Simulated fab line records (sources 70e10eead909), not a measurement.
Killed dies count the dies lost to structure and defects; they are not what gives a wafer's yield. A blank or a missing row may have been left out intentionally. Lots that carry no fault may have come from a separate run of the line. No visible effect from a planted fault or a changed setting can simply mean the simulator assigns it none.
fab line records	flow nand_harc	part 1 of 2: steps 1 to 26 of 37
[record] lots = 5	wafers = 15	last_day = 34
route steps=1302 shown P_M0@262 P_M1@285
lots untouched by any fault: they come from a run of this same line in which no faults occurred
start_h: hours from the record's opening day to when the first of the lot's shown wafers began	wait_h: hours elapsed since this lot's preceding step	" as in the row above	L1.1+2: a row that stands for several wafers	- either no value or no given start	* or withheld: withheld	< > ~ a bound
route shown NAME@n: names a module that has steps shown in the file, with the first one's number in the route	usual: mean/standard deviation taken from wafers without a fault	same: alike in all rows	chamber/n: place in a boat	sites: each site's reading	_std_site: standard deviation of those values	_edge_site: the outer-site mean with the inner-site mean subtracted	radius_mm: how far each site lies from the wafer's centre	mask NAME#n: copy n	behind: the last tool/chamber to shape the wafer	hold: what put the lot on hold/how long, in hours/how the hold closed	device: the n, p or np transistor that did not switch	end of line: at the end of the route, the tests of the same wafers	where a step has no rows: the recipe by itself	killed: not the wafer's yield, but the dies lost to structure and defects at the first sort	map: a wafer's dies, marking killed ones x, the rest . and places with no die _
set.NAME: the run value of the setting; set.NAME@STEP: its run value at that earlier step	model.NAME: the simulator's own value behind a step, which no gauge read
lots at selected steps of the route; one table per step, one row per wafer
services: when a tool's chamber went out of use (start_h, in hours from the record's first day, below 0 if earlier), for how many hours, and the reason
[[steps]]
[step NHARC_P_M0_DEVELOP_08]
[recipe] develop_time_s = 35	dev_temp_c = 23
lot.wafer	tool	chamber	start_h	wait_h
L077.1+5+6	litho_track-06	0	-	-
L079.3+5+6	litho_track-01	0	-	-
L088.1+2+3	litho_track-01	0	-	-
L091.1+3+6	litho_track-04	0	-	-
L097.1+2+4	litho_track-01	0	-	-
[step NHARC_P_M0_CD_MEAS_09]
[recipe] target_cd_nm = 90	landing_energy_ev = 500
[usual] cd_nm = 90.0/0.58
lot.wafer	tool	chamber	start_h	wait_h	cd_nm
L077.1	cd_sem-02	0	163.91	-	89.6
L077.5	"	0	"	"	90.4
L077.6	"	0	"	"	90.6
L079.3	cd_sem-02	0	179.54	-	90.2
L079.5	"	0	"	"	89.8
L079.6	"	0	"	"	89.8
L088.1	cd_sem-01	0	272.13	-	88.7
L088.2	"	0	"	"	89.7
L088.3	"	0	"	"	89.6
L091.1	cd_sem-02	0	289.91	-	89.7
L091.3	"	0	"	"	90.6
L091.6	"	0	"	"	90.3
L097.1	cd_sem-01	0	355.19	-	89.4
L097.2	"	0	"	"	88.8
L097.4	"	0	"	"	89.5
[step NHARC_P_M0_OVL_MEAS_10]
[recipe] pitch_nm = 180
[usual] overlay_x_nm = -0.1/0.76	overlay_y_nm = 0.4/0.81
lot.wafer	tool	chamber	start_h	wait_h	overlay_x_nm	overlay_y_nm
L077.1	overlay-01	-	164.00	-	0.2	0.8
L077.5	"	-	"	"	0.6	0.5
L077.6	"	-	"	"	0.7	0.4
L079.3	overlay-02	-	179.63	-	1.1	0.2
L079.5	"	-	"	"	1.0	-0.4
L079.6	"	-	"	"	1.0	0.0
L088.1	overlay-01	-	272.21	-	0.6	0.2
L088.2	"	-	"	"	0.3	0.4
L088.3	"	-	"	"	0.8	0.4
L091.1	overlay-02	-	290.00	-	0.2	0.6
L091.3	"	-	"	"	0.7	0.6
L091.6	"	-	"	"	0.2	0.8
L097.1	overlay-02	-	355.28	-	0.0	0.0
L097.2	"	-	"	"	-0.3	-0.3
L097.4	"	-	"	"	-0.2	-0.1
[step NHARC_P_M0_INSPECT_11]
[usual] raw_defect_count = 4.2/2.7
lot.wafer	tool	chamber	start_h	wait_h	raw_defect_count
L077.1	defect_inspect-01	-	164.04	0.0	3
L077.5	"	-	"	"	5
L077.6	"	-	"	"	1
L079.3	defect_inspect-01	-	179.66	0.0	6
L079.5	"	-	"	"	5
L079.6	"	-	"	"	7
L088.1	defect_inspect-02	-	272.25	0.0	6
L088.2	"	-	"	"	3
L088.3	"	-	"	"	3
L091.1	defect_inspect-01	-	290.03	0.0	6
L091.3	"	-	"	"	3
L091.6	"	-	"	"	2
L097.1	defect_inspect-01	-	355.32	0.0	3
L097.2	"	-	"	"	1
L097.4	"	-	"	"	2
[step NHARC_P_M0_DESCUM_14]
[recipe] time_s = 3	o2_flow_sccm = 200	ar_flow_sccm = 0	bias_power_w = 0	chemistry = O2
[usual] drypump_motor_current_A = 5.6/0.53	oes_product_au = 1.001/0.01	rf_vpp_V = 58.0/0.94	showerhead_plenum_p_Torr = 1.94/0.097	throttle_valve_pct = 11.310/0.0089
lot.wafer	tool	chamber	start_h	wait_h	drypump_motor_current_A	oes_product_au	rf_hours_counter_h	rf_vpp_V	showerhead_plenum_p_Torr	throttle_valve_pct
L077.1	rie_diel-12	1	164.12	0.1	5.0	0.975	10	58.4	2.03	11.302
L077.6	"	2	"	"	6.1	0.999	-	57.4	1.77	11.308
L077.5	"	3	"	"	5.3	0.983	-	57.6	2.04	11.308
L079.3	rie_diel-12	0	179.74	0.1	5.1	1.006	13	57.2	1.90	11.310
L079.6	"	2	"	"	6.2	1.015	-	57.0	1.77	11.314
L079.5	"	3	"	"	5.3	0.987	-	58.0	2.04	11.303
L088.1	rie_diel-04	0	272.31	0.1	5.2	0.982	29	58.6	1.96	11.303
L088.3	"	1	"	"	5.3	1.006	27	59.8	2.05	11.300
L088.2	"	2	"	"	5.6	1.011	23	58.2	1.96	11.308
L091.3	rie_diel-01	0	290.11	0.1	5.3	1.009	23	58.8	2.07	11.302
L091.1	"	1	"	"	5.2	0.986	23	57.4	1.97	11.321
L091.6	"	2	"	"	6.6	0.997	-	57.8	1.98	11.327
L097.2	rie_diel-12	2	355.39	0.1	6.2	1.002	14	56.7	1.76	11.312
L097.4	"	3	"	"	5.3	0.985	14	57.3	2.03	11.316
L097.1	"	0	"	"	5.1	1.001	14	58.4	1.89	11.318
[step NHARC_P_M0_ETCH_34]
[recipe] target_depth_a = 400	overetch_a = 120	time_s = 43.94	ion_energy_ev = 200	n2_flow_sccm = 150	h2_flow_sccm = 150	ar_flow_sccm = 0	rf_w = 400	bias_w = 150	chemistry = N2/H2
[usual] bias_w = 150.0/0.43	drypump_motor_current_A = 5.5/0.52	oes_product_au = 1.000/0.01	rf_vpp_V = 431.4/3	showerhead_plenum_p_Torr = 2.07/0.1	throttle_valve_pct = 14.172/0.0088
lot.wafer	tool	chamber	start_h	wait_h	bias_w	drypump_motor_current_A	oes_product_au	rf_hours_counter_h	rf_vpp_V	showerhead_plenum_p_Torr	throttle_valve_pct
L077.1	rie_diel-12	2	164.19	0.1	150.2	6.2	1.003	8	425.9	1.89	14.200
L077.6	"	0	"	"	149.3	5.1	1.001	-	432.8	2.02	14.167
L077.5	"	1	"	"	149.9	5.0	0.997	-	433.8	2.17	14.154
L079.3	rie_diel-12	3	179.81	0.1	149.7	5.4	1.012	12	432.6	2.18	14.167
L079.6	"	3	"	"	150.2	5.4	1.005	-	434.2	2.18	14.161
L079.5	"	0	"	"	149.4	5.2	1.020	-	429.8	2.02	14.176
L088.1	rie_diel-04	0	272.43	0.1	149.7	5.2	0.986	29	431.8	2.09	14.178
L088.3	"	1	"	"	150.1	5.3	1.003	27	434.7	2.19	14.165
L088.2	"	2	"	"	149.8	5.6	1.011	23	430.3	2.09	14.180
L091.3	rie_diel-01	3	290.18	0.1	150.0	5.9	1.008	25	427.9	1.94	14.166
L091.1	"	1	"	"	150.0	5.2	1.000	23	431.4	2.10	14.165
L091.6	"	0	"	"	150.6	5.2	1.019	-	434.5	2.21	14.175
L097.1	rie_diel-12	0	355.46	0.1	150.0	5.1	0.999	14	430.3	2.01	14.157
L097.4	"	2	"	"	150.1	6.2	1.000	14	428.1	1.88	14.170
L097.2	"	3	"	"	149.6	5.3	0.978	14	434.1	2.17	14.180
[step NHARC_P_M0_ETCH_15]
[recipe] target_depth_a = 1500	overetch_a = 150	time_s = 82.5	c4f8_flow_sccm = withheld	ar_flow_sccm = 400	rf_w = 600	bias_w = 300	chemistry = C4F8/Ar
[usual] bias_w = 300.0/0.86	oes_product_au = 0.959/0.022	rf_vpp_V = 441.9/2.9
lot.wafer	tool	chamber	start_h	wait_h	bias_w	oes_product_au	rf_hours_counter_h	rf_vpp_V
L077.1	rie_diel-12	3	-	-	300.6	0.968	9	443.2
L077.6	"	2	"	"	299.8	0.976	-	436.6
L077.5	"	3	"	"	301.7	0.962	-	446.8
L079.3	rie_diel-12	2	-	-	299.7	0.969	10	438.1
L079.6	"	0	"	"	300.3	0.973	-	440.7
L079.5	"	1	"	"	300.1	0.963	-	444.9
L088.3	rie_diel-04	0	-	-	300.1	0.935	29	441.0
L088.2	"	1	"	"	299.1	0.947	27	444.7
L088.1	"	3	"	"	299.2	0.952	25	439.9
L091.3	rie_diel-01	0	-	-	299.1	0.988	23	446.0
L091.1	"	1	"	"	299.3	0.972	23	442.7
L091.6	"	3	"	"	299.0	0.967	-	438.2
L097.4	rie_diel-12	1	-	-	298.4	0.972	14	442.9
L097.2	"	2	"	"	299.9	0.964	14	435.6
L097.1	"	3	"	"	298.6	0.964	14	442.6
[step NHARC_P_M0_CD_MEAS_16]
[usual] cd_nm = 90.2/0.75
lot.wafer	tool	chamber	start_h	wait_h	cd_nm
L077.1	cd_sem-03	-	164.40	-	89.5
L077.5	"	-	"	"	89.7
L077.6	"	-	"	"	91.1
L079.3	cd_sem-03	-	180.04	-	91.2
L079.5	"	-	"	"	89.2
L079.6	"	-	"	"	91.4
L088.1	cd_sem-03	-	272.72	-	89.2
L088.2	"	-	"	"	88.4
L088.3	"	-	"	"	89.5
L091.1	cd_sem-01	-	290.40	-	90.7
L091.3	"	-	"	"	91.8
L091.6	"	-	"	"	90.8
L097.1	cd_sem-02	-	355.68	-	90.2
L097.2	"	-	"	"	89.0
L097.4	"	-	"	"	89.8
[step NHARC_P_M0_STRIP_18]
[recipe] power_w = 1000	n2_flow_sccm = 150	h2_flow_sccm = 150	ar_flow_sccm = 0	bias_w = 0	chemistry = N2/H2
[usual] drypump_motor_current_A = 5.6/0.54	oes_product_au = 1.004/0.011	power_w = 1000/3.1	rf_vpp_V = 91.0/1	showerhead_plenum_p_Torr = 2.07/0.11	throttle_valve_pct = 14.171/0.0093
[same] bias_w = 0
lot.wafer	tool	chamber	start_h	wait_h	drypump_motor_current_A	oes_product_au	power_w	rf_hours_counter_h	rf_vpp_V	showerhead_plenum_p_Torr	throttle_valve_pct
L077.1	rie_diel-12	2	164.50	0.1	6.2	1.016	997	8	89.7	1.89	14.165
L077.6	"	1	"	"	5.0	0.990	999	-	91.9	2.17	14.172
L077.5	"	2	"	"	6.3	1.014	996	-	89.2	1.89	14.172
L079.3	rie_diel-01	3	180.16	0.1	5.9	1.000	1000	47	90.7	1.95	14.173
L079.6	"	1	"	"	5.2	0.982	1000	-	91.5	2.11	14.185
L079.5	"	2	"	"	6.6	1.013	1003	-	91.1	2.12	14.178
L088.1	rie_diel-04	0	272.93	0.2	5.2	0.988	996	29	91.9	2.09	14.165
L088.2	"	1	"	"	5.3	1.003	999	27	91.0	2.19	14.170
L088.3	"	3	"	"	6.5	1.007	1000	25	90.7	2.00	14.172
L091.3	rie_diel-01	0	290.47	0.1	5.2	1.009	999	23	93.5	2.21	14.145
L091.1	"	3	"	"	5.9	1.010	994	25	90.2	1.94	14.167
L091.6	"	0	"	"	5.2	1.012	997	-	92.1	2.21	14.183
L097.1	rie_diel-01	1	355.78	0.1	5.2	0.990	995	43	91.4	2.10	14.189
L097.4	"	2	"	"	6.6	1.010	1000	49	91.1	2.10	14.157
L097.2	"	3	"	"	6.0	1.008	1005	50	91.4	1.93	14.176
[step NHARC_P_M0_STRIP_19]
[recipe] time_s = 600	temp_c = 30	chemistry = post_etch_residue_remover
lot.wafer	tool	chamber	start_h	wait_h
L077.1+5+6	wet_bench-05	7,0,2	164.75	-
L079.3+6+5	wet_bench-04	6,7,0	180.41	-
L088.3+2+1	wet_bench-06	2,4,5	273.27	-
L091.3+1+6	wet_bench-06	7,1,3	290.76	-
L097.2+1+4	wet_bench-05	5,0,2	356.03	-
[step NHARC_P_M0_DEGAS_28]
[recipe] temp_c = 250	time_s = 60
[usual] heater_power_w = 320/39	susceptor_temp_C = 250.03/0.18
lot.wafer	tool	chamber	start_h	wait_h	heater_power_w	susceptor_temp_C
L077.1	pvd_sputter-02	-	165.02	-	352	249.81
L077.6	"	-	"	"	353	249.84
L077.5	"	-	"	"	282	249.81
L079.3	pvd_sputter-01	-	180.68	-	357	249.85
L079.5	"	-	"	"	299	250.13
L079.6	"	-	"	"	305	250.22
L088.1	pvd_sputter-01	-	273.53	-	345	-
L088.3	"	-	"	"	319	-
L088.2	"	-	"	"	390	-
L091.1	pvd_sputter-01	-	291.02	-	397	250.01
L091.3	"	-	"	"	351	249.71
L091.6	"	-	"	"	394	250.14
L097.2	pvd_sputter-01	-	356.30	-	314	250.22
L097.4	"	-	"	"	307	250.10
L097.1	"	-	"	"	407	249.97
[step NHARC_P_M0_PRE_CLEAN_29]
[recipe] time_s = 30	temp_c = 280	gas = H2/He
[usual] heater_power_w = 391/49	susceptor_temp_C = 280.01/0.2
lot.wafer	tool	chamber	start_h	wait_h	heater_power_w	susceptor_temp_C
L077.1	pvd_sputter-02	-	-	-	431	279.94
L077.6	"	-	"	"	428	280.01
L077.5	"	-	"	"	355	280.23
L079.3	pvd_sputter-01	-	-	-	375	280.17
L079.5	"	-	"	"	376	280.00
L079.6	"	-	"	"	490	279.89
L088.1	pvd_sputter-01	-	-	-	492	280.06
L088.2	"	-	"	"	427	280.32
L088.3	"	-	"	"	382	279.90
L091.1	pvd_sputter-01	-	-	-	376	-
L091.3	"	-	"	"	435	-
L091.6	"	-	"	"	397	-
L097.1	pvd_sputter-01	-	-	-	485	280.18
L097.2	"	-	"	"	439	280.00
L097.4	"	-	"	"	381	279.98
[step NHARC_P_M0_PVD_20]
[recipe] target_thk_a = 50	bias_v = 168.6	power_w = 15000	chamber_pressure_pa = 0.12	time_s = 8.06	substrate_temp_c = 50	material = TaN
[usual] throttle_valve_pct = 30.0/1
lot.wafer	tool	chamber	start_h	wait_h	throttle_valve_pct
L077.1	pvd_sputter-02	-	-	-	28.6
L077.6	"	-	"	"	29.3
L077.5	"	-	"	"	28.8
L079.3	pvd_sputter-01	-	-	-	29.2
L079.6	"	-	"	"	30.6
L079.5	"	-	"	"	29.3
L088.3	pvd_sputter-01	-	-	-	29.3
L088.2	"	-	"	"	29.3
L088.1	"	-	"	"	30.0
L091.1	pvd_sputter-01	-	-	-	30.1
L091.3	"	-	"	"	30.2
L091.6	"	-	"	"	29.6
L097.2	pvd_sputter-01	-	-	-	29.5
L097.4	"	-	"	"	29.4
L097.1	"	-	"	"	29.8
[step NHARC_P_M0_PVD_21]
[recipe] target_thk_a = 300	chamber_pressure_pa = 5	power_w = 5000	substrate_temp_c = 30	time_s = 20.49	material = Cu
[usual] throttle_valve_pct = 30.0/1
lot.wafer	tool	chamber	start_h	wait_h	throttle_valve_pct
L077.1	pvd_sputter-02	-	-	-	29.7
L077.6	"	-	"	"	28.6
L077.5	"	-	"	"	28.1
L079.3	pvd_sputter-01	-	-	-	29.7
L079.5	"	-	"	"	28.5
L079.6	"	-	"	"	29.5
L088.2	pvd_sputter-01	-	-	-	30.1
L088.3	"	-	"	"	29.9
L088.1	"	-	"	"	29.5
L091.1	pvd_sputter-01	-	-	-	29.9
L091.3	"	-	"	"	29.7
L091.6	"	-	"	"	29.8
L097.4	pvd_sputter-01	-	-	-	29.4
L097.2	"	-	"	"	29.3
L097.1	"	-	"	"	30.0
[step NHARC_P_M0_ECD_22]
[recipe] target_thk_a = 4000	bath_temp_c = 25	material = Cu
lot.wafer	tool	chamber	start_h	wait_h
L077.1+5+6	ecd_cu-01	0,1,0	165.43	-
L079.3+5+6	ecd_cu-01	0,0,1	181.16	-
L088.1+2+3	ecd_cu-02	0,1,1	273.89	-
L091.1+3+6	ecd_cu-01	1	291.38	-
L097.2+1+4	ecd_cu-01	1,0,0	356.65	-
[step NHARC_P_M0_ANNEAL_30]
[recipe] temp_c = 225	time_s = 90
[usual] anneal_temp_c = 224.98/0.2	wafer_temp_C_max = 226.2/0.38
lot.wafer	tool	chamber	start_h	wait_h	anneal_temp_c	wafer_temp_C_max
L077.1	rtp_anneal-01	0	165.77	0.3	225.00	226.5
L077.5	"	0	"	"	225.10	226.0
L077.6	"	0	"	"	225.10	226.1
L079.3	rtp_anneal-01	0	181.61	0.4	224.94	226.2
L079.5	"	0	"	"	224.97	226.5
L079.6	"	0	"	"	225.30	226.6
L088.1	rtp_anneal-01	0	274.27	0.3	225.05	226.6
L088.2	"	0	"	"	225.20	226.4
L088.3	"	0	"	"	225.34	226.4
L091.1	rtp_anneal-02	0	291.90	-	224.95	226.0
L091.3	"	0	"	"	224.98	225.7
L091.6	"	0	"	"	225.07	225.8
L097.1	rtp_anneal-02	0	357.03	-	224.68	225.8
L097.2	"	0	"	"	224.82	226.0
L097.4	"	0	"	"	224.87	226.0
[step NHARC_P_M0_CMP_23]
[recipe] t_overpolish_s = 20	target_thk_nm = 117.54
[usual] motor_current_A = 12.6/1.6	time_to_endpoint_s = 28.5/2.5
[same] t_overpolish_s = 20
lot.wafer	tool	chamber	start_h	wait_h	motor_current_A	time_to_endpoint_s
L077.1	cmp-03	0	166.17	-	13.3	30.7
L077.6	"	2	"	"	13.9	26.3
L077.5	"	3	"	"	9.9	27.8
L079.3	cmp-01	3	181.85	-	11.7	31.3
L079.5	"	3	"	"	11.0	28.8
L079.6	"	0	"	"	11.7	28.0
L088.3	cmp-02	0	274.62	-	15.6	29.5
L088.2	"	1	"	"	11.1	31.3
L088.1	"	3	"	"	12.3	28.0
L091.3	cmp-02	0	292.30	-	15.5	26.7
L091.1	"	1	"	"	10.6	30.2
L091.6	"	2	"	"	11.5	26.7
L097.1	cmp-03	1	357.37	-	13.8	27.5
L097.4	"	2	"	"	14.0	31.7
L097.2	"	3	"	"	10.7	32.7
[step NHARC_P_M0_THK_MEAS_24]
[recipe] thk_meas_gauge = xrf
[usual] thk_nm = 117.6/1.5
lot.wafer	tool	chamber	start_h	wait_h	thk_nm
L077.1	film_metro-02	-	166.43	-	118.8
L077.5	"	-	"	"	115.7
L077.6	"	-	"	"	116.2
L079.3	film_metro-02	-	182.16	-	117.4
L079.5	"	-	"	"	118.1
L079.6	"	-	"	"	116.8
L088.1	film_metro-02	-	274.93	-	117.2
L088.2	"	-	"	"	119.1
L088.3	"	-	"	"	118.1
L091.1	film_metro-02	-	292.56	-	117.7
L091.3	"	-	"	"	115.6
L091.6	"	-	"	"	118.1
L097.1	film_metro-01	-	357.68	-	122.1
L097.2	"	-	"	"	117.8
L097.4	"	-	"	"	118.3
[step NHARC_P_M0_SRD_25]
lot.wafer	tool	chamber	start_h	wait_h
L077.1+5+6	wet_bench-10	3,6,0	166.47	0.0
L079.5+6+3	wet_bench-10	6,1,2	182.20	0.0
L088.2+1+3	wet_bench-08	1,3,5	274.97	0.0
L091.3+1+6	wet_bench-10	2,5,7	292.60	0.0
L097.4+2+1	wet_bench-10	1,4,5	357.73	0.0
[step NHARC_P_M0_INSPECT_27]
[usual] raw_defect_count = 302/120
lot.wafer	tool	chamber	start_h	wait_h	raw_defect_count
L077.1	defect_inspect-02	-	166.59	0.0	299
L077.5	"	-	"	"	560
L077.6	"	-	"	"	589
L079.3	defect_inspect-01	-	182.34	0.0	245
L079.5	"	-	"	"	431
L079.6	"	-	"	"	405
L088.1	defect_inspect-01	-	275.09	0.0	511
L088.2	"	-	"	"	373
L088.3	"	-	"	"	583
L091.1	defect_inspect-02	-	292.72	0.0	428
L091.3	"	-	"	"	225
L091.6	"	-	"	"	260
L097.1	defect_inspect-01	-	357.84	0.0	357
L097.2	"	-	"	"	247
L097.4	"	-	"	"	325
[step NHARC_P_M0_PRE_CLEAN_31]
[recipe] time_s = 12	temp_c = 370	rf_power_w = 300	gas = NH3
[usual] heater_power_w = 650/100	susceptor_temp_C = 369.98/0.21
lot.wafer	tool	chamber	start_h	wait_h	heater_power_w	susceptor_temp_C
L077.1	pecvd-03	2	166.67	0.1	792	370.21
L077.5	"	1	"	"	656	370.01
L077.6	"	0	"	"	536	370.32
L079.3	pecvd-03	0	182.43	0.1	541	369.85
L079.6	"	1	"	"	571	369.77
L079.5	"	0	"	"	535	369.77
L088.1	pecvd-01	1	275.16	0.1	709	370.16
L088.3	"	2	"	"	815	369.97
L088.2	"	0	"	"	588	369.92
L091.3	pecvd-04	0	292.78	0.1	614	370.46
L091.1	"	2	"	"	550	369.94
L091.6	"	1	"	"	517	369.88
L097.2	pecvd-03	1	357.91	0.1	656	369.87
L097.1	"	2	"	"	711	369.72
L097.4	"	2	"	"	710	369.89
[step NHARC_P_M0_DEP_32]
[recipe] target_thk_a = 300	temp_c = 370	target_thk_nm = 30	pressure_torr = 3	flow_sccm = 200	rf_w = 450	material = SiCN
[usual] heater_power_w = 587/99	susceptor_temp_C = 369.98/0.21
lot.wafer	tool	chamber	start_h	wait_h	heater_power_w	susceptor_temp_C
L077.1	pecvd-03	2	166.78	0.1	734	369.87
L077.5	"	1	"	"	584	370.00
L077.6	"	0	"	"	464	370.34
L079.3	pecvd-03	0	182.57	0.1	441	369.71
L079.6	"	1	"	"	561	369.49
L079.5	"	0	"	"	440	369.76
L088.1	pecvd-01	1	275.24	0.1	623	370.41
L088.3	"	2	"	"	730	369.75
L088.2	"	0	"	"	562	369.95
L091.3	pecvd-04	0	292.86	0.1	611	369.68
L091.1	"	2	"	"	491	370.13
L091.6	"	1	"	"	493	370.06
L097.2	pecvd-03	1	358.03	0.1	505	369.71
L097.1	"	2	"	"	749	369.82
L097.4	"	2	"	"	768	369.99
[step NHARC_P_M1_DEP_00]
[recipe] target_thk_a = 1825	target_thk_nm = 182.5	temp_c = withheld	pressure_torr = 5	flow_sccm = 200	rf_w = 600	material = SiOC
lot.wafer	tool	chamber	start_h	wait_h
L077.1+5+6	pecvd-04	1,1,0	167.15	-
L079.3+6+5	pecvd-01	1,2,0	182.98	-
L088.2+1+3	pecvd-01	2,0,1	-	-
L091.1+3+6	pecvd-03	2,0,2	293.27	-
L097.1+2+4	pecvd-01	2,1,0	358.57	0.4
[step NHARC_P_M1_DEHYDRATE_01]
[recipe] temp_c = 150	time_s = 120
lot.wafer	tool	chamber	start_h	wait_h
L077.1+5+6	litho_track-06	0	167.69	0.5
L079.3+5+6	litho_track-01	0	183.30	-
L088.1+2+3	litho_track-04	0	276.03	-
L091.1+3+6	litho_track-06	0	293.68	-
L097.1+2+4	litho_track-01	0	358.98	-
[step NHARC_P_M1_HMDS_02]
[recipe] time_s = 30
lot.wafer	tool	chamber	start_h	wait_h
L077.1+5+6	litho_track-06	0	-	-
L079.3+5+6	litho_track-01	0	-	-
L088.1+2+3	litho_track-04	0	-	-
L091.1+3+6	litho_track-06	0	-	-
L097.1+2+4	litho_track-01	0	-	-
[step NHARC_P_M1_COAT_34]
[recipe] temp_c = 200	time_s = 65
lot.wafer	tool	chamber	start_h	wait_h
L077.1+5+6	litho_track-06	0	-	-
L079.3+5+6	litho_track-01	0	-	-
L088.1+2+3	litho_track-04	0	-	-
L091.1+3+6	litho_track-06	0	-	-
L097.1+2+4	litho_track-01	0	-	-
